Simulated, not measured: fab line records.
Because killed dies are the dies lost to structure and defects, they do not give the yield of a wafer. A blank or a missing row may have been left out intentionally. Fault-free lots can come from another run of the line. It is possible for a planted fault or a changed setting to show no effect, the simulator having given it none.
The tool behind it: which one?    flow nand-harc    13 lots, 39 wafers sampled, at 5 steps of a route of 1159

## WHAT EACH GAUGE READ, for each wafer
NHARC_END_SORT_01. Usual: killed-at-array 26, standard deviation 8.4; killed-at-other 0.7, standard deviation 0.97; killed-at-periphery 3.2, standard deviation 2.2; killed-dies 30, standard deviation 8.5; killed-open 3.4, standard deviation 2; killed-short 2, standard deviation 1.3.
lot   measured      on         killed-at-array  killed-at-other  killed-at-periphery  killed-dies  killed-open  killed-short  flag
L429  day 20 15:53  prober-02  25 20 16         0 0 0            6 4 8                31 24 24     4 1 3        6 0 0         
L436  day 22 09:04  prober-01  677 677 677      0 0 0            0 0 0                677 677 677  0 1 1        0 0 0         OFF
L438  day 22 09:05  prober-02  677 677 677      0 0 0            0 0 0                677 677 677  0 1 0        1 1 0         OFF
L445  day 24 23:52  prober-02  22 34 20         0 1 1            0 1 1                22 36 22     3 1 3        2 1 4         
L447  day 24 17:28  prober-01  42 34 30         0 0 0            1 2 4                43 36 34     5 3 3        2 4 2         

## WHAT TOOL EACH LOT RAN ON (gives the tool, then ch and the chambers of the sampled wafers, and finally the start)
lot   NHARC_A_STAIRCASE_STRIP_238           NHARC_A_STAIRCASE_HM_OPEN_460                  NHARC_A_STAIRCASE_HM_DEP_462   NHARC_A_STAIRCASE_STRIP_316
L425  plasma-asher-01 ch 0,1, day 10 23:08  rie-diel-02 ch 0,1,3, day 11 09:55 or earlier  acl-dep-01 ch 0, day 11 09:55  rie-diel-11 ch 1,2,3, no start
L424  plasma-asher-02 ch 0,1, day 11 00:11  rie-diel-03 ch 1,2,3, day 11 10:34 or earlier  acl-dep-02 ch 0, day 11 10:34  rie-diel-02 ch 0,2,3, no start
L427  plasma-asher-01 ch 0,1, day 11 19:33  rie-diel-02 ch 0,1,3, day 12 03:26 or earlier  acl-dep-03 ch 0, day 12 03:26  rie-diel-11 ch 0,2, no start
L426  plasma-asher-01 ch 0,1, day 11 20:03  rie-diel-02 ch 1,3, day 12 05:59 or earlier    acl-dep-02 ch 0, day 12 05:59  rie-diel-11 ch 0,2,3, no start
L428  plasma-asher-01 ch 0, day 12 06:59    rie-diel-02 ch 1,3, day 12 15:22 or earlier    acl-dep-03 ch 0, day 12 15:22  rie-diel-03 ch 1,2, no start
L429  plasma-asher-02 ch 0,1, day 12 07:04  rie-diel-11 ch 1,2, day 12 15:50 or earlier    acl-dep-02 ch 0, day 12 15:50  rie-diel-03 ch 2,3, day 20 15:53 or earlier
L432  plasma-asher-02 ch 1, day 13 06:57    rie-diel-03 ch 2,3, day 14 00:19 or earlier    acl-dep-03 ch 0, day 14 00:19  rie-diel-03 ch 0,1, no start
L436  plasma-asher-02 ch 0,1, day 14 15:56  rie-diel-11 ch 0,1,3, day 15 01:15 or earlier  acl-dep-02, day 15 01:15       rie-diel-03 ch 1,2,3, day 22 09:04 or earlier
L438  plasma-asher-02 ch 0,1, day 14 18:48  rie-diel-03 ch 1,2,3, day 15 03:58 or earlier  acl-dep-02, day 15 03:58       rie-diel-03 ch 1,2,3, day 22 09:05 or earlier
L439  plasma-asher-02 ch 0,1, day 14 20:31  rie-diel-02 ch 0,2,3, day 15 06:21 or earlier  acl-dep-03 ch 0, day 15 06:21  rie-diel-02 ch 1,2, no start
L443  plasma-asher-02 ch 0,1, day 15 17:25  rie-diel-11 ch 0,2,3, day 16 06:11 or earlier  acl-dep-03 ch 0, day 16 06:11  rie-diel-02 ch 0,1,3, no start
L445  plasma-asher-01 ch 0,1, day 16 14:01  rie-diel-03 ch 0,2, day 17 01:02 or earlier    acl-dep-02 ch 0, day 17 01:02  rie-diel-11 ch 2,3, day 24 23:52 or earlier
L447  plasma-asher-01 ch 0, day 16 20:08    rie-diel-02 ch 0,3, day 17 04:22 or earlier    acl-dep-02 ch 0, day 17 04:22  rie-diel-02 ch 0,1,2, day 24 17:28 or earlier
- NHARC_A_STAIRCASE_STRIP_238: strips in O2.
- NHARC_A_STAIRCASE_HM_OPEN_460: chemistry O2/COS.
- NHARC_A_STAIRCASE_HM_DEP_462: deposits aC, target thk 800 nm.
- NHARC_A_STAIRCASE_STRIP_316: strips in O2.

## WHAT THE TOOLS THEMSELVES READ (means of the sampled wafers that have a number; where no wafer has one, the mark that the record gives instead)
NHARC_A_STAIRCASE_STRIP_238. Usual: drypump-motor-current-A 5.49 A, standard deviation 0.27; heater-power-w 356 W, standard deviation 10.
lot   tool             drypump-motor-current-A (A)  heater-power-w (W)  flag
L425  plasma-asher-01  5.40                         348                 
L424  plasma-asher-02  5.55                         366                 
L427  plasma-asher-01  5.63                         360                 
L426  plasma-asher-01  5.63                         365                 
L428  plasma-asher-01  5.20                         346                 
L429  plasma-asher-02  5.55                         363                 
L432  plasma-asher-02  5.30                         360                 
L436  plasma-asher-02  5.52                         354                 
L438  plasma-asher-02  5.43                         362                 
L439  plasma-asher-02  5.40                         367                 
L443  plasma-asher-02  5.55                         360                 
L445  plasma-asher-01  5.40                         349                 
L447  plasma-asher-01  5.18                         342                 

NHARC_A_STAIRCASE_HM_OPEN_460. Usual: drypump-motor-current-A 5.8 A, standard deviation 0.63; oes-product-au 1.001 a.u., standard deviation 0.013; rf-vpp-V 468 V, standard deviation 3.6; showerhead-plenum-p-Torr 3.16 Torr, standard deviation 0.17; throttle-valve-pct 28.331 %, standard deviation 0.01.
lot   tool         drypump-motor-current-A (A)  oes-product-au (a.u.)  rf-vpp-V (V)  showerhead-plenum-p-Torr (Torr)  throttle-valve-pct (%)  flag
L425  rie-diel-02  5.7                          1.005                  469           3.21                             28.335                  
L424  rie-diel-03  5.4                          1.001                  466           3.11                             28.328                  
L427  rie-diel-02  5.7                          0.997                  469           3.21                             28.324                  
L426  rie-diel-02  5.9                          1.009                  466           3.10                             28.327                  
L428  rie-diel-02  5.9                          1.019                  466           3.10                             28.320                  
L429  rie-diel-11  5.9                          0.999                  463           2.93                             28.322                  
L432  rie-diel-03  5.5                          1.003                  469           3.20                             28.333                  
L436  rie-diel-11  5.8                          0.987                  466           3.08                             28.329                  
L438  rie-diel-03  5.4                          1.005                  466           3.09                             28.331                  
L439  rie-diel-02  5.7                          1.002                  469           3.17                             28.332                  
L443  rie-diel-11  6.1                          0.998                  466           3.07                             28.334                  
L445  rie-diel-03  5.5                          1.014                  471           3.32                             28.323                  
L447  rie-diel-02  5.1                          0.999                  469           3.22                             28.331                  

NHARC_A_STAIRCASE_HM_DEP_462. Usual: susceptor-temp-C 400.00 C, standard deviation 0.24; throttle-valve-pct 35.000 %, standard deviation 0.0089.
lot   tool        susceptor-temp-C (C)  throttle-valve-pct (%)  flag
L425  acl-dep-01  399.96                34.998                  
L424  acl-dep-02  400.10                34.995                  
L427  acl-dep-03  -                     34.995                  OFF
L426  acl-dep-02  -                     34.998                  OFF
L428  acl-dep-03  -                     35.004                  OFF
L429  acl-dep-02  -                     35.007                  OFF
L432  acl-dep-03  400.13                34.997                  
L436  acl-dep-02  -                     -                       OFF
L438  acl-dep-02  -                     -                       OFF
L439  acl-dep-03  399.85                35.004                  
L443  acl-dep-03  400.09                34.998                  
L445  acl-dep-02  399.54                35.000                  
L447  acl-dep-02  399.84                35.002                  

NHARC_A_STAIRCASE_STRIP_316. Usual: drypump-motor-current-A 5.8 A, standard deviation 0.58; oes-product-au 0.999 a.u., standard deviation 0.012; rf-vpp-V 57.6 V, standard deviation 0.98; showerhead-plenum-p-Torr 3.52 Torr, standard deviation 0.2; throttle-valve-pct 17.036 %, standard deviation 0.0092.
lot   tool         drypump-motor-current-A (A)  oes-product-au (a.u.)  rf-vpp-V (V)  showerhead-plenum-p-Torr (Torr)  throttle-valve-pct (%)  flag
L425  rie-diel-11  5.6                          0.985                  57.8          3.33                             17.034                  
L424  rie-diel-02  5.7                          1.000                  57.9          3.60                             17.026                  
L427  rie-diel-11  6.6                          1.000                  57.7          3.63                             17.035                  
L426  rie-diel-11  6.1                          0.987                  58.3          3.49                             17.041                  
L428  rie-diel-03  5.3                          0.998                  57.4          3.55                             17.047                  
L429  rie-diel-03  5.6                          1.003                  58.0          3.47                             17.035                  
L432  rie-diel-03  5.5                          1.003                  57.8          3.65                             17.040                  
L436  rie-diel-03  5.4                          1.001                  57.0          3.49                             17.035                  
L438  rie-diel-03  5.4                          1.010                  57.3          3.49                             17.027                  
L439  rie-diel-02  6.7                          1.018                  57.4          3.61                             17.031                  
L443  rie-diel-02  5.7                          1.004                  57.2          3.61                             17.044                  
L445  rie-diel-11  5.8                          0.997                  57.1          3.31                             17.031                  
L447  rie-diel-02  6.1                          1.010                  57.7          3.66                             17.022                  

## THE ANSWER, worked out from the rows above alone
Rule: a lot counts as off when the mean over its wafers that have a number is more than 3 standard deviations away from the usual mean. A lot without any number at a reading at which 4 lots or more have one is off too. Where the step has rows for the other lots, those lots are counted as sound. After the gauges, taken in route order, come the tools' own readings; for these a lot's mean is taken, as printed above. At the first step where some lot is off, the reading lying furthest off is the one used; lots without a number count as furthest.
Off: L436, L438, at NHARC_END_SORT_01 (killed-at-array). Neither off nor sound, because the step has no rows for them: L425, L424, L427, L426, L428, L432, L439, L443.
If a tool, at a process step before that reading, ran all the lots that are off and no sound lot after the first of them, it fits. The gauges at NHARC_END_SORT_01 aren't tried: what is off there is off at NHARC_A_STAIRCASE_HM_DEP_462 too, on other tools, and a gauge's error can't cause that. Because NHARC_A_STAIRCASE_HM_OPEN_460 lacks a start for some lots, the hours and order of its lots are taken from NHARC_A_STAIRCASE_HM_DEP_462. Because NHARC_A_STAIRCASE_STRIP_316 lacks a start for some lots, the hours and order of its lots are taken from NHARC_END_SORT_01. This does not decide it: 2 tools fit, namely plasma-asher-02 at NHARC_A_STAIRCASE_STRIP_238 and rie-diel-03 at NHARC_A_STAIRCASE_STRIP_316.

## WHAT WAS PUT IN BY THE SIMULATOR
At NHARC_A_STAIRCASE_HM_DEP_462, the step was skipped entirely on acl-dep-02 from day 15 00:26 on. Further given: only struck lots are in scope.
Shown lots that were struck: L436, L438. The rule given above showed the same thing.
